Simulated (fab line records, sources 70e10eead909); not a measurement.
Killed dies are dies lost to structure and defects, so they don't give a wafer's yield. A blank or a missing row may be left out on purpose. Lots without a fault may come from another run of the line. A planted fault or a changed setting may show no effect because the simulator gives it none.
Chamber matching | flow nand_harc | NHARC_P_GATE_ALD_36 on ald_sin-01: 4 sister chambers
The step deposits SiNx, target thk 20 nm, pulse time 60 s, ald cycles 223. 4 wafers are shown with their chamber, then 8 later ones without.

WAFERS WITH THEIR CHAMBER
wafer  | chamber | heater_power_w (W)
L085.2 | 2       | 748
L085.6 | 1       | 930
L088.5 | 0       | 723
L091.4 | 3       | 787

WAFERS WITHOUT THEIR CHAMBER
wafer  | heater_power_w (W)
L091.3 | 745
L091.1 | 748
L094.3 | 890
L094.4 | 746
L094.6 | 899
L097.2 | 790
L097.4 | 742
L097.3 | 873

WHICH CHAMBER EACH WENT THROUGH
wafer  | from the rows above          | in truth
L091.3 | can't be placed: 2 or 0 or 3 | 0
L091.1 | can't be placed: 2 or 0 or 3 | 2
L094.3 | 1                            | 1
L094.4 | can't be placed: 2 or 0 or 3 | 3
L094.6 | 1                            | 1
L097.2 | can't be placed: 3 or 2      | 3
L097.4 | can't be placed: 2 or 0 or 3 | 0
L097.3 | can't be placed: 1 or 3      | 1
Placed correctly: 2 of 8. Can't be placed from these rows: 6 (the true chamber is among the candidates in 6). Placed wrongly: 0.
How it was worked out, from the rows above alone: a wafer's distance from a chamber is the root of the sum, over the readings, of the square of ((its reading less the chamber's mean) divided by the reading's scatter). The wafer belongs to the nearest chamber; if the next one is less than 2 further off, it can't be placed. A chamber's mean is the mean of its shown wafers. The scatter: with one shown wafer a chamber, the root of the mean of the squares of how far each hidden wafer lies from its nearest shown one.
